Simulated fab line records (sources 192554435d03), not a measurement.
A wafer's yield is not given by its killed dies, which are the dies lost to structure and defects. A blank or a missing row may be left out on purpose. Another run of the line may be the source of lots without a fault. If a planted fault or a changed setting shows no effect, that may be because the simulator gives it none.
fab line records | flow n5-finfet
record lots=10 | wafers=30 | last-day=18
route steps=1938 shown BEOL_M14@1731
lots with no fault: from the same line, run without faults
start-h: hours from the record's opening day to when the first of the lot's shown wafers began | wait-h: time in hours since the lot's previous step | " repeats the value in the row above | L1.1+2: a row that stands for several wafers | - value missing, or start not given | * or withheld: withheld | < > ~ a bound
route shown NAME@n: names a module that has steps shown in the file, with the first one's number in the route | usual: mean/standard deviation of fault-free wafers | same: alike in all rows | chamber/n: place in a boat | sites: each site's reading | _std_site: the values' standard deviation | _edge_site: inner sites' mean taken away from outer sites' mean | radius-mm: for every site, how far away it sits from the centre of the wafer | mask NAME#n: copy n | behind: tool/chamber where the wafer was last shaped | hold: what put the lot on hold/how long, in hours/how the hold closed | device: the transistor (n, p or np) that didn't switch | end of line: the same wafers' tests at the end of the route | a step given without rows: its recipe and nothing more | killed: the dies lost at the first sort to structure and to defects; this is not the yield of the wafer | map: the dies of a wafer, with x for killed, . for not killed, _ for no die there
set.NAME: the setting as run; set.NAME@STEP: as run at that earlier step | model.NAME: the simulator's own value behind a step, which no gauge read
the route's steps for a sample of lots (tables are steps, rows are wafers)
services: from which hour (start-h, from the record's first day; less than 0 if before it) a tool's chamber was out of use, for how many hours, and why
## steps
# step N5_BEOL_M14_VIA_ETCH_16
# recipe chemistry=C4F8/O2/Ar | target=SiO2 | he-inner-torr=15 | he-outer-torr=30 | target-depth-a=12313 | time-s=withheld | ion-energy-ev=800 | pressure-mtorr=20 | source-w=1905 | bias-w=2040 | Ar_flow_sccm=400 | C4F8_flow_sccm=16 | O2_flow_sccm=12 | ends=cleared
# usual C4F8_flow_sccm=16.00/0.048 | O2_flow_sccm=11.99/0.038 | drypump-motor-current-A=5.9/0.49 | oes-product-au=0.76/0.081 | rf-vpp-V=2202/49 | showerhead-plenum-p-Torr=3.41/0.14 | throttle-valve-pct=30.70/0.26
lot.wafer | tool        | chamber | start-h | wait-h | C4F8_flow_sccm | O2_flow_sccm | drypump-motor-current-A | oes-product-au | rf-vpp-V | showerhead-plenum-p-Torr | throttle-valve-pct
L771.1    | rie-diel-04 | 1       | 259.31  | 0.0    | 16.07          | 11.97        | 5.2                     | 0.62           | 2185     | 3.25                     | 30.12
L771.4    | "           | 0       | "       | "      | 16.00          | 11.99        | 5.6                     | 0.84           | 2220     | 3.68                     | 30.72
L771.6    | "           | 2       | "       | "      | 16.06          | 11.96        | 5.8                     | 0.63           | 2177     | 3.53                     | 30.92
L772.1    | rie-diel-06 | 3       | 259.89  | 0.0    | 16.02          | 11.99        | 6.5                     | 0.75           | 2122     | 3.29                     | 30.51
L772.5    | "           | 2       | "       | "      | 15.99          | 12.04        | 5.5                     | 0.62           | 2277     | 3.22                     | 30.52
L772.6    | "           | 1       | "       | "      | 16.09          | 11.97        | 6.0                     | 0.88           | 2230     | 3.34                     | 30.60
L774.1    | rie-diel-06 | 2       | 273.60  | 0.0    | 15.98          | 11.99        | 5.4                     | 0.61           | 2278     | 3.22                     | 30.52
L774.3    | "           | 1       | "       | "      | 15.98          | 11.97        | 6.0                     | 0.87           | 2229     | 3.34                     | 30.61
L774.6    | "           | 0       | "       | "      | 16.08          | 12.00        | 6.6                     | 0.82           | 2196     | 3.40                     | 30.92
L780.2    | rie-diel-06 | 2       | 316.00  | 0.0    | 15.99          | 12.08        | 5.5                     | 0.60           | 2276     | 3.21                     | 30.53
L780.3    | "           | 0       | "       | "      | 15.98          | 11.96        | 6.6                     | 0.78           | 2196     | 3.39                     | 30.93
L780.5    | "           | 3       | "       | "      | 16.01          | 11.97        | 6.5                     | 0.73           | 2120     | 3.28                     | 30.47
L779.1    | rie-diel-05 | 2       | 320.98  | 0.0    | 16.05          | 12.10        | 5.1                     | 0.86           | 2208     | 3.55                     | 30.63
L779.2    | "           | 0       | "       | "      | 15.90          | 12.06        | 5.7                     | 0.79           | 2290     | 3.65                     | 30.77
L779.5    | "           | 2       | "       | "      | 16.04          | 12.03        | 5.1                     | 0.86           | 2209     | 3.55                     | 30.62
L781.1    | rie-diel-06 | 3       | 321.57  | 0.0    | 15.97          | 11.99        | 6.5                     | 0.73           | 2122     | 3.28                     | 30.52
L781.4    | "           | 2       | "       | "      | 16.03          | 12.00        | 5.4                     | 0.60           | 2275     | 3.21                     | 30.55
L781.5    | "           | 2       | "       | "      | 15.95          | 12.01        | 5.4                     | 0.61           | 2277     | 3.21                     | 30.55
L785.1    | rie-diel-04 | 2       | 356.80  | 0.0    | 16.05          | 11.99        | 5.8                     | 0.61           | 2176     | 3.51                     | 30.95
L785.5    | "           | 0       | "       | "      | 15.99          | 11.94        | 5.7                     | 0.78           | 2218     | 3.66                     | 30.78
L785.6    | "           | 2       | "       | "      | 16.00          | 12.02        | 5.8                     | 0.62           | 2176     | 3.51                     | 30.97
L786.1    | rie-diel-06 | 2       | 380.50  | 0.0    | 16.02          | 12.03        | 5.5                     | 0.84           | 2314     | 3.60                     | 30.52
L786.3    | "           | 0       | "       | "      | 16.04          | 12.06        | 6.6                     | 0.76           | 2194     | 3.37                     | 30.93
L786.4    | "           | 1       | "       | "      | 15.94          | 12.01        | 6.0                     | 0.79           | 2226     | 3.32                     | 30.66
L789.3    | rie-diel-05 | 0       | 386.19  | 0.0    | 16.00          | 12.02        | 5.7                     | 0.75           | 2287     | 3.64                     | 30.77
L789.5    | "           | 2       | "       | "      | 15.96          | 12.00        | 5.1                     | 0.80           | 2207     | 3.55                     | 30.63
L789.6    | "           | 1       | "       | "      | 15.97          | 11.99        | 6.1                     | 0.70           | 2199     | 3.35                     | 30.87
L791.1    | rie-diel-04 | 1       | 405.00  | 0.0    | 16.03          | 12.04        | 5.2                     | 0.88           | 2220     | 3.63                     | 29.91
L791.5    | "           | 0       | "       | "      | 15.96          | 11.93        | 5.6                     | 0.76           | 2217     | 3.65                     | 30.79
L791.6    | "           | 3       | "       | "      | 16.01          | 11.99        | 5.4                     | 0.71           | 2197     | 3.35                     | 30.57
# step N5_BEOL_M14_STRIP_64
# recipe chemistry=O2 | power-w=600 | temp-c=60 | pressure-mtorr=30 | rf-frequency-hz=6e+07 | bias-power-w=0 | overash-fraction=0.3 | o2-flow-sccm=225
# usual drypump-motor-current-A=5.9/0.49 | o2-flow-sccm=225.1/0.66 | oes-product-au=0.83/0.093 | rf-vpp-V=3.6/0.55 | showerhead-plenum-p-Torr=2.08/0.091 | throttle-valve-pct=16.55/0.2
lot.wafer | tool        | chamber | start-h | wait-h | drypump-motor-current-A | o2-flow-sccm | oes-product-au | rf-hours-counter-h | rf-vpp-V | showerhead-plenum-p-Torr | throttle-valve-pct
L771.1    | rie-diel-04 | 1       | -       | -      | 5.2                     | 225.2        | 0.68           | 218                | 4.2      | 2.00                     | 16.48
L771.4    | "           | 0       | "       | "      | 5.6                     | 224.3        | 0.92           | 14                 | 3.8      | 2.26                     | 16.32
L771.6    | "           | 2       | "       | "      | 5.8                     | 224.7        | 0.69           | -                  | 3.6      | 2.18                     | 16.96
L772.1    | rie-diel-06 | 3       | -       | -      | 6.4                     | 225.8        | 0.82           | 87                 | 3.5      | 2.01                     | 16.49
L772.5    | "           | 2       | "       | "      | 5.4                     | 225.1        | 0.67           | -                  | 3.8      | 1.97                     | 16.83
L772.6    | "           | 1       | "       | "      | 6.0                     | 224.7        | 0.99           | -                  | 3.2      | 2.07                     | 16.69
L774.1    | rie-diel-06 | 2       | -       | -      | 5.5                     | 224.6        | 0.66           | 237                | 3.0      | 1.97                     | 16.85
L774.3    | "           | 1       | "       | "      | 6.0                     | 224.9        | 0.97           | 10                 | 3.2      | 2.07                     | 16.71
L774.6    | "           | 0       | "       | "      | 6.6                     | 226.7        | 0.91           | -                  | 3.6      | 2.05                     | 16.52
L780.2    | rie-diel-06 | 2       | -       | -      | 5.5                     | 225.2        | 0.66           | 245                | 3.6      | 1.97                     | 16.86
L780.3    | "           | 0       | "       | "      | 6.6                     | 225.4        | 0.88           | 32                 | 3.0      | 2.05                     | 16.54
L780.5    | "           | 3       | "       | "      | 6.5                     | 225.3        | 0.79           | -                  | 2.7      | 2.00                     | 16.53
L779.1    | rie-diel-05 | 2       | -       | -      | 5.1                     | 224.8        | 0.95           | 3                  | 3.7      | 2.15                     | 16.16
L779.2    | "           | 0       | "       | "      | 5.7                     | 225.7        | 0.85           | 37                 | 2.4      | 2.26                     | 16.66
L779.5    | "           | 2       | "       | "      | 5.1                     | 225.5        | 0.96           | -                  | 3.6      | 2.15                     | 16.16
L781.1    | rie-diel-06 | 3       | -       | -      | 6.5                     | 224.1        | 0.79           | 107                | 3.5      | 2.00                     | 16.52
L781.4    | "           | 2       | "       | "      | 5.4                     | 225.5        | 0.65           | 246                | 4.5      | 1.97                     | 16.86
L781.5    | "           | 2       | "       | "      | 5.4                     | 226.6        | 0.66           | -                  | 3.8      | 1.97                     | 16.86
L785.1    | rie-diel-04 | 2       | -       | -      | 5.8                     | 225.2        | 0.68           | 242                | 3.6      | 2.17                     | 17.03
L785.5    | "           | 0       | "       | "      | 5.6                     | 225.1        | 0.86           | -                  | 4.2      | 2.24                     | 16.39
L785.6    | "           | 2       | "       | "      | 5.8                     | 224.8        | 0.68           | -                  | 3.3      | 2.17                     | 17.03
L786.1    | rie-diel-06 | 2       | -       | -      | 5.4                     | 224.9        | 0.90           | 8                  | 2.9      | 2.23                     | 16.47
L786.3    | "           | 0       | "       | "      | 6.7                     | 224.9        | 0.83           | 58                 | 3.0      | 2.04                     | 16.59
L786.4    | "           | 1       | "       | "      | 6.0                     | 225.9        | 0.85           | 52                 | 3.5      | 2.06                     | 16.77
L789.3    | rie-diel-05 | 0       | -       | -      | 5.7                     | 225.5        | 0.82           | 55                 | 4.6      | 2.25                     | 16.69
L789.5    | "           | 2       | "       | "      | 5.1                     | 225.7        | 0.91           | -                  | 4.0      | 2.14                     | 16.19
L789.6    | "           | 1       | "       | "      | 6.1                     | 224.1        | 0.77           | -                  | 3.3      | 2.04                     | 16.53
L791.1    | rie-diel-04 | 1       | -       | -      | 5.3                     | 224.3        | 0.97           | 8                  | 3.7      | 2.25                     | 16.09
L791.5    | "           | 0       | "       | "      | 5.6                     | 224.7        | 0.83           | -                  | 3.8      | 2.24                     | 16.44
L791.6    | "           | 3       | "       | "      | 5.3                     | 225.7        | 0.77           | -                  | 3.3      | 2.02                     | 16.36
# step N5_BEOL_M14_OVL_MEAS_29
# recipe points-per-wafer=44
# usual M14_OVL=2/5.4
lot.wafer | tool       | chamber | start-h | wait-h | M14_OVL[nm]
L771.1    | overlay-02 | 0       | 260.01  | 0.0    | 7
L771.4    | "          | 0       | "       | "      | 4
L771.6    | "          | 0       | "       | "      | 1
L772.1    | overlay-01 | 0       | 260.72  | 0.0    | -8
L772.5    | "          | 0       | "       | "      | -10
L772.6    | "          | 0       | "       | "      | 0
L774.1    | overlay-01 | 0       | 274.31  | 0.0    | 1
L774.3    | "          | 0       | "       | "      | -3
L774.6    | "          | 0       | "       | "      | 10
L780.2    | overlay-01 | 0       | 316.70  | 0.0    | 0
L780.3    | "          | 0       | "       | "      | -4
L780.5    | "          | 0       | "       | "      | 2
L779.1    | overlay-01 | 0       | 321.81  | 0.0    | -4
L779.2    | "          | 0       | "       | "      | 6
L779.5    | "          | 0       | "       | "      | -3
L781.1    | overlay-02 | 0       | 322.55  | 0.0    | -5
L781.4    | "          | 0       | "       | "      | 3
L781.5    | "          | 0       | "       | "      | 4
L785.1    | overlay-02 | 0       | 357.63  | 0.0    | 7
L785.5    | "          | 0       | "       | "      | -1
L785.6    | "          | 0       | "       | "      | -2
L786.1    | overlay-02 | 0       | 381.33  | 0.0    | 2
L786.3    | "          | 0       | "       | "      | 1
L786.4    | "          | 0       | "       | "      | -5
L789.3    | overlay-01 | 0       | 386.90  | 0.0    | -5
L789.5    | "          | 0       | "       | "      | -4
L789.6    | "          | 0       | "       | "      | -6
L791.1    | overlay-02 | 0       | 409.30  | 0.0    | -3
L791.5    | "          | 0       | "       | "      | -1
L791.6    | "          | 0       | "       | "      | -7
# step N5_BEOL_M14_SPUTTER_43
# recipe material=TaN | target-thk-a=150 | temp-c=50 | bias-v=168.6 | power-w=15000 | chamber-pressure-pa=0.12 | time-s=24.19
# usual cathode-dc-power-W=15000/2.7 | throttle-valve-pct=29.9/0.95
lot.wafer | tool           | chamber | start-h | wait-h | cathode-dc-power-W | throttle-valve-pct
L771.1    | pvd-sputter-03 | -       | 262.50  | 0.0    | 15000              | 30.1
L771.4    | "              | -       | "       | "      | 15000              | 30.6
L771.6    | "              | -       | "       | "      | 15001              | 29.9
L772.1    | pvd-sputter-03 | -       | 262.98  | 0.0    | 14999              | 30.6
L772.5    | "              | -       | "       | "      | 15001              | 30.1
L772.6    | "              | -       | "       | "      | 15003              | 30.5
L774.1    | pvd-sputter-01 | -       | 278.32  | 0.0    | 14995              | 30.1
L774.3    | "              | -       | "       | "      | 14999              | 29.6
L774.6    | "              | -       | "       | "      | 14997              | 29.4
L780.2    | pvd-sputter-03 | -       | 318.86  | 0.0    | 13187              | 28.8
L780.3    | "              | -       | "       | "      | 13187              | 30.6
L780.5    | "              | -       | "       | "      | 13184              | 28.7
L779.1    | pvd-sputter-03 | -       | 325.21  | 0.0    | 13188              | 31.1
L779.2    | "              | -       | "       | "      | 13188              | 31.0
L779.5    | "              | -       | "       | "      | 13191              | 29.9
L781.1    | pvd-sputter-02 | -       | 330.23  | 0.0    | 15000              | 28.7
L781.4    | "              | -       | "       | "      | 15001              | 30.1
L781.5    | "              | -       | "       | "      | 14999              | 28.4
L785.1    | pvd-sputter-01 | -       | 359.26  | 0.0    | 14998              | 30.5
L785.5    | "              | -       | "       | "      | 14999              | 30.4
L785.6    | "              | -       | "       | "      | 14998              | 30.2
L786.1    | pvd-sputter-02 | -       | 385.09  | 0.0    | 14998              | 28.1
L786.3    | "              | -       | "       | "      | 15003              | 31.1
L786.4    | "              | -       | "       | "      | 14994              | 30.2
L789.3    | pvd-sputter-02 | -       | 389.57  | 0.0    | 15004              | 27.8
L789.5    | "              | -       | "       | "      | 15001              | 28.4
L789.6    | "              | -       | "       | "      | 14999              | 29.7
L791.1    | pvd-sputter-03 | -       | 412.02  | 0.0    | 14999              | 30.1
L791.5    | "              | -       | "       | "      | 15001              | 30.9
L791.6    | "              | -       | "       | "      | 14996              | 31.4
## services
tool           | chamber | start-h | hours | kind
rie-diel-04    | -       | 266.81  | 2.4   | repair
rie-diel-06    | -       | 267.21  | 0.6   | repair
rie-diel-06    | -       | 275.37  | 4.3   | pm
rie-diel-06    | 2       | 294.86  | 13.9  | repair
rie-diel-04    | 2       | 302.94  | 7.1   | repair
rie-diel-04    | 2       | 310.68  | 4.4   | repair
pvd-sputter-02 | -       | 311.06  | 2.8   | repair
rie-diel-05    | -       | 333.69  | 15.6  | pm
rie-diel-06    | 2       | 334.08  | -     | clean
rie-diel-06    | 2       | 334.08  | -     | consumable-replace:focus-ring
rie-diel-06    | 2       | 334.08  | -     | consumable-replace:showerhead
rie-diel-06    | 2       | 334.08  | 21.2  | scheduled-down
rie-diel-06    | 2       | 334.08  | 21.2  | vent-cycle
rie-diel-04    | 3       | 347.13  | 14.3  | repair
pvd-sputter-03 | -       | 348.61  | 9.2   | repair
rie-diel-06    | 3       | 352.68  | 16.5  | repair
rie-diel-04    | 1       | 361.41  | -     | clean
rie-diel-04    | 1       | 361.41  | -     | consumable-replace:focus-ring
rie-diel-04    | 1       | 361.41  | -     | consumable-replace:showerhead
rie-diel-04    | 1       | 361.41  | 23.5  | scheduled-down
rie-diel-04    | 1       | 361.41  | 23.5  | vent-cycle
rie-diel-04    | 2       | 400.23  | 9.9   | repair
pvd-sputter-02 | -       | 408.90  | 9.1   | repair
rie-diel-04    | 2       | 410.23  | -     | clean
## key
first-sign step=N5_BEOL_M14_SPUTTER_43 | reading=cathode-dc-power-W | direction=down | sigmas=99+ | usual=* | struck=*
effect none on later readings
met-at N5_BEOL_M14_SPUTTER_43
struck-lots L779,L780
not-acting-at N5_BEOL_M14_VIA_ETCH_16,N5_BEOL_M14_STRIP_64,N5_BEOL_M14_OVL_MEAS_29
onset-between 262.98 318.86
fault kind=process-parameter-drift | tool=pvd-sputter-03 | chamber=- | onset-h=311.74 | steps=N5_BEOL_M14_SPUTTER_43 | channel=power-w | offset=* | shape=step | end-h=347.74 | acts-in=* | stated=*
